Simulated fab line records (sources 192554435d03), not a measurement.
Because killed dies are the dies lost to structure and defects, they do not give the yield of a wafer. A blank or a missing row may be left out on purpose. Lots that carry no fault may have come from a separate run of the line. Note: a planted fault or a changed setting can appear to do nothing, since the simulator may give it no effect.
Split-lot study | flow n5-finfet | route with 1938 steps; 7 lots, 21 wafers read

THE SPLIT
At N5_BEOL_M10_VIA_ETCH_34 (etches SiCOH lowk in C4F6/O2, target depth 184.5 nm, time 69.2 s), the setting time-s was moved away from the recipe's 69.2 s on 7 of the 21 wafers read, by -5.9% to +13.5%. This setting was run at the recipe's value on the other wafers.

The reading is taken at the split's own step.

THE READING
SOC_of_BEOL_M10_COAT_63.thk-nm (the simulator's own value, which no gauge read), in nm, at N5_BEOL_M10_VIA_ETCH_34 (etches SiCOH lowk in C4F6/O2, target depth 184.5 nm, time 69.2 s). There is no usual value for it anywhere in the file. Average 91.9 nm, standard deviation 0.38 nm, over the 14 wafers here run with the recipe.

wafer  | tool, chamber at the split | time-s as run, s | against the recipe | SOC_of_BEOL_M10_COAT_63.thk-nm, nm | against lot-mates on the recipe
L075.4 | rie-diel-05, 0             | 78.57            | +13.5%             | 91                                 | -1.0
L075.5 | rie-diel-05, 3             | 69.2             | recipe             | 92                                 | -
L075.6 | rie-diel-05, 1             | 69.2             | recipe             | 92                                 | -
L077.1 | rie-diel-02, 2             | 69.2             | recipe             | 91.6                               | -
L077.2 | rie-diel-02, 3             | 69.2             | recipe             | 91                                 | -
L077.5 | rie-diel-02, 3             | 69.2             | recipe             | 91.4                               | -
L076.1 | rie-diel-02, 0             | 69.2             | recipe             | 92.4                               | -
L076.3 | rie-diel-02, 3             | 69.2             | recipe             | 92.2                               | -
L076.6 | rie-diel-02, 2             | 69.2             | recipe             | 92.4                               | -
L078.1 | rie-diel-05, 3             | 69.2             | recipe             | 92                                 | -
L078.4 | rie-diel-05, 2             | 69.2             | recipe             | 91.6                               | -
L078.5 | rie-diel-05, 3             | 69.2             | recipe             | 92                                 | -
L092.3 | rie-diel-03, 3             | 77.9             | +12.6%             | 91.2                               | -1.0
L092.4 | rie-diel-03, 0             | 77.9             | +12.6%             | 91.2                               | -1.0
L092.5 | rie-diel-03, 3             | 69.2             | recipe             | 92.2                               | -
L095.3 | rie-diel-02, 3             | 75.62            | +9.3%              | 91.2                               | -1.0
L095.4 | rie-diel-02, 2             | 69.2             | recipe             | 92.2                               | -
L095.5 | rie-diel-02, 1             | 75.62            | +9.3%              | 91.4                               | -0.8
L096.1 | rie-diel-03, 0             | 69.2             | recipe             | 92                                 | -
L096.2 | rie-diel-03, 2             | 65.15            | -5.9%              | 92.2                               | +0.2
L096.4 | rie-diel-03, 0             | 65.15            | -5.9%              | 92.4                               | +0.4

FIT RESULTS
A straight line over all 21 wafers: SOC_of_BEOL_M10_COAT_63.thk-nm changes by -0.0633 nm for each +1% of time-s; r = -0.74; the points scatter about the line by 0.33 nm.
The same after taking each lot's own level away (the mean of its wafers on the recipe; 21 wafers): -0.0776 nm for each +1%; r = -0.95; scatter 0.15 nm.
The reading moves by 1.1 nm for the largest change in time-s, on that fit.
The lots' own levels span 91.33 to 92.33 nm, that is 2.6 times the standard deviation above.
So the lot-to-lot level blurs the effect unless lot-mates are compared.
Check: for one of the wafers moved furthest among these (+13.5%), held out of the fit, the line's prediction against its lot-mates is -1.11 nm. It came out at -1 nm against them.

THE OTHER SPLITS THESE WAFERS WENT THROUGH
Other splits were also applied to these wafers ahead of the reading. Each is held against what the fit with the lots' levels taken away leaves over:
other split on the same wafers   | wafers away from the commonest value | r with SOC_of_BEOL_M10_COAT_63.thk-nm (lot level and that fit taken away)
N5_BEOL_M8_DESCUM_16 time-s      | 9                                    | -0.03
N5_BEOL_M8_TRENCH_ETCH_37 bias-w | 9                                    | +0.05
N5_BEOL_M8_CURE_75 time-s        | 6                                    | -0.38

THE WHOLE CHAIN: every reading that the file lists as answering this split, in the file's order
step                    | what it does                                                     | reading                                                                         | change (the file's fit)                | r (the file's)
N5_BEOL_M10_VIA_ETCH_34 | etches SiCOH lowk in C4F6/O2, target depth 184.5 nm, time 69.2 s | etch.depth-nm (the simulator's own value, which no gauge read)                  | +1.84 nm for each +1% of the setting   | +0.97
N5_BEOL_M10_VIA_ETCH_34 | etches SiCOH lowk in C4F6/O2, target depth 184.5 nm, time 69.2 s | SOC_of_BEOL_M10_COAT_63.thk-nm (the simulator's own value, which no gauge read) | -0.0784 nm for each +1% of the setting | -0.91

THE FILE'S OWN FIT
SOC_of_BEOL_M10_COAT_63.thk-nm changes by -0.0784 nm for each +1% of time-s, r = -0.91.
